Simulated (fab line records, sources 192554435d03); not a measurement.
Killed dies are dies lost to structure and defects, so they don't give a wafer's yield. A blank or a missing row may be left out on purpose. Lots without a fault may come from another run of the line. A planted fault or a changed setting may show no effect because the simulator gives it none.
Chamber matching | flow n5_finfet | N5_BEOL_M0_SAQP_HM_OPEN_112 on rie_diel-04: 4 sister chambers
The step chemistry CHF3/O2, target SiO2, stops on a-Si, target depth 12 nm, time 13.5 s. 4 wafers are shown with their chamber, then 11 later ones without.

WAFERS WITH THEIR CHAMBER
wafer  | chamber | throttle_valve_pct (%)
L083.2 | 2       | 19.08
L083.5 | 3       | 18.93
L083.6 | 0       | 19.06
L085.1 | 1       | 18.46

WAFERS WITHOUT THEIR CHAMBER
wafer  | throttle_valve_pct (%)
L085.5 | 19.09
L085.6 | 18.96
L086.1 | 19.12
L086.2 | 18.96
L086.3 | 18.48
L089.1 | 19.09
L089.2 | 18.49
L089.5 | 19.10
L090.3 | 19.08
L090.5 | 19.09
L090.6 | 18.48

WHICH CHAMBER EACH WENT THROUGH
wafer  | from the rows above     | in truth
L085.5 | can't be placed: 2 or 0 | 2
L085.6 | 3                       | 3
L086.1 | can't be placed: 2 or 0 | 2
L086.2 | 3                       | 3
L086.3 | 1                       | 1
L089.1 | can't be placed: 2 or 0 | 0
L089.2 | 1                       | 1
L089.5 | can't be placed: 2 or 0 | 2
L090.3 | can't be placed: 2 or 0 | 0
L090.5 | can't be placed: 2 or 0 | 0
L090.6 | 1                       | 1
Placed correctly: 5 of 11. Can't be placed from these rows: 6 (the true chamber is among the candidates in 6). Placed wrongly: 0.
How it was worked out, from the rows above alone: a wafer's distance from a chamber is the root of the sum, over the readings, of the square of ((its reading less the chamber's mean) divided by the reading's scatter). The wafer belongs to the nearest chamber; if the next one is less than 2 further off, it can't be placed. A chamber's mean is the mean of its shown wafers. The scatter: with one shown wafer a chamber, the root of the mean of the squares of how far each hidden wafer lies from its nearest shown one.
